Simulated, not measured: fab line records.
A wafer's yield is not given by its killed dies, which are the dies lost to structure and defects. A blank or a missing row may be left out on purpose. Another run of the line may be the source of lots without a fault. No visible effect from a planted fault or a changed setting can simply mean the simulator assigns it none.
Matching of chambers ; flow n5_finfet ; 3 sister chambers for N5_BEOL_M11_ILD_DEP_00 on pecvd-04
The step deposits SiCOH lowk from DEMS/porogen, target thk 308.51 nm, time 58 s. 3 wafers are shown with their chamber, then 8 later ones without.

WAFERS PAIRED WITH THEIR CHAMBERS
wafer;chamber;throttle_valve_pct (%)
L080.1;1;14.4
L083.6;0;14.1
L088.1;2;12.7

WAFERS WITH NO CHAMBER GIVEN
wafer;throttle_valve_pct (%)
L088.4;13.0
L088.5;14.2
L091.2;14.3
L091.3;14.4
L091.5;14.2
L097.2;14.3
L097.3;12.8
L097.6;14.4

WHICH CHAMBER EACH WENT THROUGH
wafer;from the rows above;in truth
L088.4;2;2
L088.5;can't be placed: 0 or 1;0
L091.2;can't be placed: 1 or 0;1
L091.3;1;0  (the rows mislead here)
L091.5;can't be placed: 0 or 1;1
L097.2;can't be placed: 1 or 0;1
L097.3;2;2
L097.6;1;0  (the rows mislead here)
Correct placement for 2 of the 8. From these rows, 4 cannot be placed; in 4 the true chamber is one of the candidates. Placed wrongly: 2.
How it was worked out, from the rows above alone: a wafer's distance from a chamber is the root of the sum, over the readings, of the square of ((its reading less the chamber's mean) divided by the reading's scatter). The wafer belongs to the nearest chamber; if the next one is less than 2 further off, it can't be placed. For every chamber, the mean is computed from those of its wafers that are shown. The scatter: root of mean squared gap, hidden wafer to nearest shown wafer, with one shown wafer a chamber.
